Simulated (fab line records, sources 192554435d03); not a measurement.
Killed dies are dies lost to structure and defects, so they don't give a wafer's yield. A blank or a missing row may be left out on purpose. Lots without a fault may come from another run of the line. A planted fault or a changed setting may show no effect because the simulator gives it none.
Which tool did it? | flow n5_finfet | 20 lots, 60 wafers sampled, at 6 steps of a route of 1938

WHAT THE GAUGES READ, wafer by wafer
The record holds no reading of a measuring or inspecting step that can be judged against a usual standard deviation.

WHICH TOOL RAN EACH LOT (tool, then ch and the chambers of the sampled wafers, then the start)
lot  | N5_HKMG_FIN_ETCH_35               | N5_GATE_CUT_STRIP_59              | N5_GATE_CUT_CMP_02            | N5_GATE_CUT_STRIP_42              | N5_GATE_CUT_ETCH_47               | N5_MOL_CONTACT_COAG_DESCUM_13
L074 | rie_diel-05 ch 0,1,2, day 4 04:10 | rie_diel-06 ch 1,2, day 4 08:55   | cmp-02 ch 1,2, day 4 11:24    | rie_diel-06 ch 0,1,2, day 4 12:26 | rie_metal-02 ch 0,1, day 4 12:45  | rie_diel-04 ch 0,3, day 4 16:18
L075 | rie_diel-05 ch 0,2, day 4 07:58   | rie_diel-02 ch 1,2,3, day 4 12:28 | cmp-03 ch 0,3, day 4 15:00    | rie_diel-03 ch 1,3, day 4 16:19   | rie_metal-03 ch 1, day 4 16:37    | rie_diel-04 ch 1,2,3, day 4 20:29
L076 | rie_diel-05 ch 2,3, day 4 18:07   | rie_diel-03 ch 0,2,3, day 4 22:54 | cmp-02 ch 0,3, day 5 01:25    | rie_diel-02 ch 1,2, day 5 02:34   | rie_metal-01 ch 0,1, day 5 02:52  | rie_diel-05 ch 0,2,3, day 5 06:32
L077 | rie_diel-01 ch 0,3, day 4 19:10   | rie_diel-06 ch 2,3, day 4 23:50   | cmp-02 ch 2,3, day 5 03:33    | rie_diel-03 ch 0,1, day 5 04:57   | rie_metal-01 ch 0,1, day 5 05:15  | rie_diel-04 ch 1,2,3, day 5 09:50
L078 | rie_diel-01 ch 0,2, day 5 04:28   | rie_diel-06 ch 0,1,2, day 5 09:04 | cmp-03 ch 0,2,3, day 5 11:37  | rie_diel-02 ch 0,1,2, day 5 12:47 | rie_metal-01 ch 0,1, day 5 13:05  | rie_diel-01 ch 0,1, day 5 16:27
L080 | rie_diel-05 ch 0,1,2, day 5 13:54 | rie_diel-02 ch 0,2, day 5 18:34   | cmp-02 ch 1,2,3, day 5 21:02  | rie_diel-03 ch 0,3, day 5 22:12   | rie_metal-01 ch 0, day 5 22:30    | rie_diel-04 ch 0,2,3, day 6 02:50
L083 | rie_diel-01 ch 1,2, day 6 14:43   | rie_diel-02 ch 0,1,2, day 6 19:41 | cmp-01 ch 0,1,2, day 6 22:17  | rie_diel-02 ch 1,2, day 6 23:32   | rie_metal-01 ch 0, day 7 00:00    | rie_diel-05 ch 0,3, day 7 04:22
L085 | rie_diel-05 ch 1,2,3, day 6 20:53 | rie_diel-06 ch 1,2,3, day 7 01:56 | cmp-02 ch 0,3, day 7 04:25    | rie_diel-03 ch 0,1,3, day 7 05:36 | rie_metal-01 ch 0,1, day 7 05:54  | rie_diel-01 ch 2,3, day 7 09:08
L086 | rie_diel-01 ch 1,2,3, day 7 07:28 | rie_diel-06 ch 0,2,3, day 7 11:59 | cmp-01 ch 0,2, day 7 14:31    | rie_diel-02 ch 0,1, day 7 15:38   | rie_metal-01 ch 0,1, day 7 15:56  | rie_diel-04 ch 1,2,3, day 7 19:11
L087 | rie_diel-01 ch 1,3, day 7 11:08   | rie_diel-02 ch 0,1, day 7 17:13   | cmp-01 ch 0,1, day 7 19:58    | rie_diel-03 ch 1,2,3, day 7 21:32 | rie_metal-01 ch 0, day 7 21:50    | rie_diel-05 ch 0,1, day 8 01:04
L088 | rie_diel-05 ch 0,2, day 7 13:52   | rie_diel-06 ch 1,2,3, day 7 18:47 | cmp-01 ch 0,3, day 7 21:16    | rie_diel-03 ch 1,2,3, day 7 22:26 | rie_metal-02 ch 0, day 7 22:44    | rie_diel-05 ch 2,3, day 8 02:03
L089 | rie_diel-01 ch 0,3, day 7 21:09   | rie_diel-06 ch 2,3, day 8 01:43   | cmp-03 ch 0,2,3, day 8 04:19  | rie_diel-06 ch 2,3, day 8 05:32   | rie_metal-02 ch 0,1, day 8 05:50  | rie_diel-01 ch 0,1, day 8 09:16
L090 | rie_diel-05 ch 0,1, day 8 02:43   | rie_diel-02 ch 0,1,3, day 8 07:14 | cmp-02 ch 0,1,2, day 8 09:48  | rie_diel-03 ch 0,1,3, day 8 10:53 | rie_metal-02 ch 0,1, day 8 11:11  | rie_diel-01 ch 0,3, day 8 14:28
L091 | rie_diel-01 ch 0,1,2, day 8 10:10 | rie_diel-02 ch 0,1, day 8 14:41   | cmp-03 ch 2,3, day 8 17:12    | rie_diel-02 ch 1,2,3, day 8 18:14 | rie_metal-03 ch 0,1, day 8 18:32  | rie_diel-01 ch 0,1, day 8 21:46
L092 | rie_diel-01 ch 1,3, day 8 16:43   | rie_diel-03 ch 1,3, day 8 21:15   | cmp-03 ch 0,2, day 9 00:44    | rie_diel-06 ch 1,3, day 9 02:08   | rie_metal-03 ch 0,1, day 9 02:26  | rie_diel-04 ch 2,3, day 9 06:22
L093 | rie_diel-05 ch 1,2,3, day 8 21:29 | rie_diel-02 ch 2,3, day 9 02:18   | cmp-01 ch 2,3, day 9 04:50    | rie_diel-03 ch 0,2,3, day 9 06:22 | rie_metal-02 ch 0,1, day 9 06:41  | rie_diel-05 ch 1,2,3, day 9 10:29
L094 | rie_diel-05 ch 0,1,2, day 9 05:01 | rie_diel-06 ch 0,1, day 9 09:47   | cmp-02 ch 0,1, day 9 12:25    | rie_diel-03 ch 0,1, day 9 13:38   | rie_metal-03 ch 0,1, day 9 13:56  | rie_diel-04 ch 0,2,3, day 9 17:14
L095 | rie_diel-01 ch 1,2, day 9 09:53   | rie_diel-06 ch 0,1,3, day 9 14:23 | cmp-03 ch 0,3, day 9 16:55    | rie_diel-06 ch 0,1,3, day 9 17:55 | rie_metal-03 ch 0,1, day 9 18:13  | rie_diel-04 ch 1,2,3, day 9 21:40
L096 | rie_diel-04 ch 0,1, day 9 17:53   | rie_diel-03 ch 0,1, day 9 22:43   | cmp-02 ch 0,1,3, day 10 01:56 | rie_diel-03 ch 0,3, day 10 02:54  | rie_metal-02 ch 0,1, day 10 03:13 | rie_diel-04 ch 0,1,2, day 10 06:26
L097 | rie_diel-01 ch 0,2, day 9 20:17   | rie_diel-02 ch 1,2, day 10 01:12  | cmp-02 ch 0,1, day 10 03:41   | rie_diel-06 ch 0,1, day 10 04:43  | rie_metal-02 ch 0,1, day 10 05:01 | rie_diel-04 ch 0,1,3, day 10 12:52
- N5_HKMG_FIN_ETCH_35: etches SOC in N2/H2, target depth 215.8 nm, time 243.4 s.
- N5_GATE_CUT_STRIP_59: strips in N2/H2, time 20 s.
- N5_GATE_CUT_CMP_02: polishes, stops on SiO2, t overpolish 12.7 s, target thk 0 nm.
- N5_GATE_CUT_STRIP_42: strips in O2.
- N5_GATE_CUT_ETCH_47: etches SiO2 in Cl2/BCl3, target depth 10 nm.
- N5_MOL_CONTACT_COAG_DESCUM_13: chemistry O2, time 7 s.

WHAT THE TOOLS THEMSELVES READ (means of the sampled wafers that have a number; where no wafer has one, the mark that the record gives instead)
N5_HKMG_FIN_ETCH_35. Usual: drypump_motor_current_A 5.4 A, standard deviation 0.63; n2_flow_sccm 200.0 sccm, standard deviation 0.61; oes_product_au 0.76 a.u., standard deviation 0.095; rf_vpp_V 141.4 V, standard deviation 0.97; showerhead_plenum_p_Torr 2.52 Torr, standard deviation 0.066; throttle_valve_pct 17.80 %, standard deviation 0.25.
lot  | tool        | drypump_motor_current_A (A) | n2_flow_sccm (sccm) | oes_product_au (a.u.) | rf_vpp_V (V) | showerhead_plenum_p_Torr (Torr) | throttle_valve_pct (%) | flag
L074 | rie_diel-05 | 5.9                         | 200.4               | 0.78                  | 141.1        | 2.52                            | 17.69                  |
L075 | rie_diel-05 | 5.5                         | 199.8               | 0.81                  | 142.3        | 2.56                            | 17.45                  |
L076 | rie_diel-05 | 5.0                         | 200.5               | 0.81                  | 140.5        | 2.49                            | 17.67                  |
L077 | rie_diel-01 | 4.9                         | 200.4               | 0.69                  | 141.0        | 2.49                            | 17.75                  |
L078 | rie_diel-01 | 5.8                         | 200.3               | 0.67                  | 141.1        | 2.51                            | 17.93                  |
L080 | rie_diel-05 | 5.9                         | 200.0               | 0.76                  | 141.6        | 2.52                            | 17.71                  |
L083 | rie_diel-01 | 5.2                         | 199.4               | 0.71                  | 142.6        | 2.59                            | 17.95                  |
L085 | rie_diel-05 | 5.5                         | 199.8               | 0.78                  | 141.6        | 2.49                            | 17.74                  |
L086 | rie_diel-01 | 5.3                         | 200.1               | 0.69                  | 141.1        | 2.56                            | 17.90                  |
L087 | rie_diel-01 | 4.8                         | 200.3               | 0.69                  | 141.5        | 2.56                            | 17.82                  |
L088 | rie_diel-05 | 5.7                         | 200.5               | 0.92                  | 141.7        | 2.53                            | 17.42                  |
L089 | rie_diel-01 | 4.8                         | 199.8               | 0.76                  | 141.2        | 2.50                            | 17.68                  |
L090 | rie_diel-05 | 6.1                         | 199.2               | 0.87                  | 141.7        | 2.49                            | 17.67                  |
L091 | rie_diel-01 | 5.3                         | 199.9               | 0.77                  | 141.5        | 2.53                            | 17.81                  |
L092 | rie_diel-01 | 4.8                         | 200.1               | 0.69                  | 141.1        | 2.55                            | 17.84                  |
L093 | rie_diel-05 | 5.5                         | 200.0               | 0.76                  | 140.6        | 2.48                            | 17.77                  |
L094 | rie_diel-05 | 5.8                         | 200.3               | 0.83                  | 140.8        | 2.51                            | 17.63                  |
L095 | rie_diel-01 | 5.2                         | 199.7               | 0.69                  | 142.1        | 2.58                            | 18.00                  |
L096 | rie_diel-04 | 5.4                         | 199.4               | 0.93                  | 142.9        | 2.64                            | 17.76                  |
L097 | rie_diel-01 | 5.4                         | 200.1               | 0.82                  | 140.9        | 2.48                            | 17.69                  |

N5_GATE_CUT_STRIP_59. Usual: drypump_motor_current_A 5.92 A, standard deviation 0.26; n2_flow_sccm 300.0 sccm, standard deviation 0.89; oes_product_au 0.78 a.u., standard deviation 0.084; rf_vpp_V 45.2 V, standard deviation 0.87; showerhead_plenum_p_Torr 3.39 Torr, standard deviation 0.096; throttle_valve_pct 12.14 %, standard deviation 0.27.
lot  | tool        | drypump_motor_current_A (A) | n2_flow_sccm (sccm) | oes_product_au (a.u.) | rf_vpp_V (V) | showerhead_plenum_p_Torr (Torr) | throttle_valve_pct (%) | flag
L074 | rie_diel-06 | 6.20                        | 301.0               | 0.79                  | 44.9         | 3.35                            | 11.90                  |
L075 | rie_diel-02 | 6.04                        | 299.9               | 0.78                  | 45.9         | 3.44                            | 12.12                  |
L076 | rie_diel-03 | 5.87                        | 300.1               | 0.77                  | 44.5         | 3.39                            | 12.16                  |
L077 | rie_diel-06 | 5.87                        | 300.7               | 0.71                  | 44.9         | 3.34                            | 12.30                  |
L078 | rie_diel-06 | 6.12                        | 299.7               | 0.78                  | 44.8         | 3.43                            | 12.03                  |
L080 | rie_diel-02 | 5.82                        | 299.8               | 0.74                  | 45.3         | 3.36                            | 12.21                  |
L083 | rie_diel-02 | 5.82                        | 300.3               | 0.86                  | 45.5         | 3.42                            | 11.91                  |
L085 | rie_diel-06 | 6.11                        | 300.1               | 0.76                  | 44.5         | 3.35                            | 12.09                  |
L086 | rie_diel-06 | 5.88                        | 300.0               | 0.71                  | 45.3         | 3.40                            | 12.32                  |
L087 | rie_diel-02 | 5.66                        | 300.3               | 0.91                  | 45.1         | 3.38                            | 11.80                  |
L088 | rie_diel-06 | 6.13                        | 300.4               | 0.76                  | 45.4         | 3.35                            | 12.10                  |
L089 | rie_diel-06 | 5.97                        | 299.3               | 0.70                  | 45.6         | 3.32                            | 12.22                  |
L090 | rie_diel-02 | 5.87                        | 300.3               | 0.90                  | 45.2         | 3.40                            | 11.87                  |
L091 | rie_diel-02 | 5.64                        | 299.6               | 0.90                  | 45.2         | 3.38                            | 11.82                  |
L092 | rie_diel-03 | 5.74                        | 300.6               | 0.70                  | 45.1         | 3.43                            | 12.35                  |
L093 | rie_diel-02 | 6.02                        | 299.7               | 0.79                  | 44.9         | 3.36                            | 12.11                  |
L094 | rie_diel-06 | 6.03                        | 299.8               | 0.75                  | 45.2         | 3.49                            | 12.19                  |
L095 | rie_diel-06 | 6.05                        | 300.3               | 0.76                  | 45.5         | 3.43                            | 12.23                  |
L096 | rie_diel-03 | 5.65                        | 300.2               | 0.73                  | 44.8         | 3.26                            | 12.35                  |
L097 | rie_diel-02 | 5.97                        | 299.4               | 0.75                  | 45.9         | 3.43                            | 12.09                  |

N5_GATE_CUT_CMP_02. Usual: motor_current_A 9.2 A, standard deviation 0.77; overpolish_run_s 12.701 s, standard deviation 0.0082; time_to_endpoint_s 25.9 s, standard deviation 3.
lot  | tool   | motor_current_A (A) | overpolish_run_s (s) | time_to_endpoint_s (s) | flag
L074 | cmp-02 | 9.4                 | 12.702               | 29.4                   |
L075 | cmp-03 | 9.1                 | 12.701               | 26.8                   |
L076 | cmp-02 | 9.0                 | 12.696               | 22.4                   |
L077 | cmp-02 | 9.1                 | 12.698               | 24.7                   |
L078 | cmp-03 | 8.7                 | 12.705               | 26.7                   |
L080 | cmp-02 | 9.1                 | 12.698               | 26.9                   |
L083 | cmp-01 | 9.5                 | 12.703               | 24.8                   |
L085 | cmp-02 | 9.1                 | 12.706               | 23.0                   |
L086 | cmp-01 | 8.7                 | 12.706               | 24.2                   |
L087 | cmp-01 | 10.5                | 12.699               | 27.3                   |
L088 | cmp-01 | 9.0                 | 12.707               | 25.8                   |
L089 | cmp-03 | 8.5                 | 12.704               | 26.8                   |
L090 | cmp-02 | 9.2                 | 12.702               | 25.4                   |
L091 | cmp-03 | 8.6                 | 12.696               | 25.2                   |
L092 | cmp-03 | 8.4                 | 12.699               | 24.4                   |
L093 | cmp-01 | 8.6                 | 12.692               | 31.6                   |
L094 | cmp-02 | 9.5                 | 12.701               | 25.3                   |
L095 | cmp-03 | 8.8                 | 12.703               | 25.3                   |
L096 | cmp-02 | 9.6                 | 12.701               | 26.5                   |
L097 | cmp-02 | 9.4                 | 12.700               | 26.4                   |

N5_GATE_CUT_STRIP_42. Usual: drypump_motor_current_A 5.86 A, standard deviation 0.25; oes_product_au 0.77 a.u., standard deviation 0.077; rf_vpp_V 3.7 V, standard deviation 0.46; showerhead_plenum_p_Torr 2.10 Torr, standard deviation 0.059; throttle_valve_pct 16.66 %, standard deviation 0.23.
lot  | tool        | drypump_motor_current_A (A) | oes_product_au (a.u.) | rf_vpp_V (V) | showerhead_plenum_p_Torr (Torr) | throttle_valve_pct (%) | flag
L074 | rie_diel-06 | 6.12                        | 0.80                  | 3.6          | 2.15                            | 16.63                  |
L075 | rie_diel-03 | 5.58                        | 0.72                  | 3.8          | 2.11                            | 16.83                  |
L076 | rie_diel-02 | 5.97                        | 0.84                  | 3.5          | 2.17                            | 16.32                  |
L077 | rie_diel-03 | 5.64                        | 0.76                  | 3.6          | 2.04                            | 16.80                  |
L078 | rie_diel-02 | 5.81                        | 0.78                  | 3.6          | 2.12                            | 16.49                  |
L080 | rie_diel-03 | 5.75                        | 0.75                  | 3.6          | 2.07                            | 16.71                  |
L083 | rie_diel-02 | 5.94                        | 0.79                  | 3.5          | 2.14                            | 16.45                  |
L085 | rie_diel-03 | 5.66                        | 0.73                  | 3.9          | 2.09                            | 16.80                  |
L086 | rie_diel-02 | 5.65                        | 0.92                  | 3.2          | 2.10                            | 16.33                  |
L087 | rie_diel-03 | 5.79                        | 0.74                  | 3.8          | 2.11                            | 16.72                  |
L088 | rie_diel-03 | 5.79                        | 0.74                  | 4.2          | 2.11                            | 16.72                  |
L089 | rie_diel-06 | 5.87                        | 0.71                  | 3.4          | 2.09                            | 16.97                  |
L090 | rie_diel-03 | 5.67                        | 0.72                  | 3.8          | 2.08                            | 16.81                  |
L091 | rie_diel-02 | 6.02                        | 0.83                  | 3.7          | 2.12                            | 16.40                  |
L092 | rie_diel-06 | 6.26                        | 0.80                  | 3.7          | 2.11                            | 16.56                  |
L093 | rie_diel-03 | 5.88                        | 0.75                  | 4.0          | 2.09                            | 16.67                  |
L094 | rie_diel-03 | 5.56                        | 0.71                  | 3.5          | 2.04                            | 16.91                  |
L095 | rie_diel-06 | 6.03                        | 0.75                  | 3.4          | 2.14                            | 16.76                  |
L096 | rie_diel-03 | 5.82                        | 0.71                  | 4.0          | 2.12                            | 16.74                  |
L097 | rie_diel-06 | 6.25                        | 0.80                  | 3.3          | 2.15                            | 16.51                  |

N5_GATE_CUT_ETCH_47. Usual: drypump_motor_current_A 5.6 A, standard deviation 0.41; oes_ar_750_au 0.77 a.u., standard deviation 0.078; oes_product_au 0.78 a.u., standard deviation 0.083; throttle_valve_pct 22.73 %, standard deviation 0.19.
lot  | tool         | drypump_motor_current_A (A) | oes_ar_750_au (a.u.) | oes_product_au (a.u.) | throttle_valve_pct (%) | flag
L074 | rie_metal-02 | 5.9                         | 0.77                 | 0.77                  | 22.82                  |
L075 | rie_metal-03 | 5.7                         | 0.83                 | 0.78                  | 22.77                  |
L076 | rie_metal-01 | 5.4                         | 0.66                 | 0.67                  | 22.90                  |
L077 | rie_metal-01 | 5.7                         | 0.73                 | 0.74                  | 22.71                  |
L078 | rie_metal-01 | 5.4                         | 0.65                 | 0.66                  | 22.89                  |
L080 | rie_metal-01 | 5.9                         | 0.80                 | 0.81                  | 22.51                  |
L083 | rie_metal-01 | 5.9                         | 0.80                 | 0.79                  | 22.52                  |
L085 | rie_metal-01 | 5.4                         | 0.89                 | 0.92                  | 22.56                  |
L086 | rie_metal-01 | 5.4                         | 0.88                 | 0.90                  | 22.57                  |
L087 | rie_metal-01 | 5.9                         | 0.79                 | 0.80                  | 22.53                  |
L088 | rie_metal-02 | 6.2                         | 0.77                 | 0.74                  | 22.94                  |
L089 | rie_metal-02 | 5.8                         | 0.75                 | 0.75                  | 22.83                  |
L090 | rie_metal-02 | 5.5                         | 0.73                 | 0.75                  | 22.73                  |
L091 | rie_metal-03 | 5.5                         | 0.81                 | 0.79                  | 22.78                  |
L092 | rie_metal-03 | 5.5                         | 0.80                 | 0.81                  | 22.77                  |
L093 | rie_metal-02 | 5.5                         | 0.73                 | 0.75                  | 22.72                  |
L094 | rie_metal-03 | 5.4                         | 0.81                 | 0.82                  | 22.76                  |
L095 | rie_metal-03 | 5.4                         | 0.81                 | 0.81                  | 22.76                  |
L096 | rie_metal-02 | 5.9                         | 0.74                 | 0.74                  | 22.84                  |
L097 | rie_metal-02 | 5.8                         | 0.74                 | 0.74                  | 22.84                  |

N5_MOL_CONTACT_COAG_DESCUM_13. Usual: drypump_motor_current_A 5.3 A, standard deviation 0.47; oes_product_au 0.75 a.u., standard deviation 0.095; rf_vpp_V 242.9 V, standard deviation 1.4; showerhead_plenum_p_Torr 2.07 Torr, standard deviation 0.07; throttle_valve_pct 20.43 %, standard deviation 0.19.
lot  | tool        | drypump_motor_current_A (A) | oes_product_au (a.u.) | rf_vpp_V (V) | showerhead_plenum_p_Torr (Torr) | throttle_valve_pct (%) | flag
L074 | rie_diel-04 | 5.0                         | 0.71                  | 243.5        | 2.12                            | 20.59                  |
L075 | rie_diel-04 | 5.2                         | 0.71                  | 242.8        | 2.07                            | 20.50                  |
L076 | rie_diel-05 | 5.3                         | 0.77                  | 243.2        | 2.07                            | 20.27                  |
L077 | rie_diel-04 | 5.2                         | 0.71                  | 242.2        | 2.06                            | 20.50                  |
L078 | rie_diel-01 | 4.8                         | 0.70                  | 242.7        | 2.09                            | 20.45                  |
L080 | rie_diel-04 | 5.2                         | 0.71                  | 242.8        | 2.08                            | 20.55                  |
L083 | rie_diel-05 | 5.2                         | 0.82                  | 241.8        | 2.02                            | 20.36                  |
L085 | rie_diel-01 | 5.8                         | 0.69                  | 241.8        | 2.05                            | 20.40                  |
L086 | rie_diel-04 | 5.2                         | 0.69                  | 242.7        | 2.06                            | 20.53                  |
L087 | rie_diel-05 | 6.1                         | 0.87                  | 243.0        | 2.03                            | 20.08                  |
L088 | rie_diel-05 | 5.0                         | 0.77                  | 241.4        | 2.05                            | 20.45                  |
L089 | rie_diel-01 | 4.8                         | 0.87                  | 242.9        | 2.09                            | 20.33                  |
L090 | rie_diel-01 | 4.9                         | 0.76                  | 243.4        | 2.06                            | 20.34                  |
L091 | rie_diel-01 | 4.8                         | 0.86                  | 243.3        | 2.08                            | 20.34                  |
L092 | rie_diel-04 | 5.2                         | 0.70                  | 242.2        | 2.07                            | 20.55                  |
L093 | rie_diel-05 | 5.5                         | 0.76                  | 242.6        | 2.04                            | 20.40                  |
L094 | rie_diel-04 | 5.2                         | 0.79                  | 242.8        | 2.06                            | 20.49                  |
L095 | rie_diel-04 | 5.2                         | 0.77                  | 243.9        | 2.14                            | 20.47                  |
L096 | rie_diel-04 | 5.3                         | 0.85                  | 243.8        | 2.09                            | 20.37                  |
L097 | rie_diel-04 | 5.2                         | 0.84                  | 244.3        | 2.13                            | 20.42                  |

THE ANSWER, worked out from the rows above alone
Rule: a lot is off if the mean of its wafers that have a number lies more than 3 standard deviations from the usual mean. A lot without any number at a reading at which 4 lots or more have one is off too. The other lots that the step has rows for count as sound. The gauges are gone through in route order, then the tools' own readings, and for those a lot's mean is taken as printed above. The first step at which some lot is off is used, and at that step the reading that is off furthest; a lot without a number counts as furthest.
No lot is off at any reading shown: from this, nothing can be told.

WHAT THE SIMULATOR HAD PUT IN
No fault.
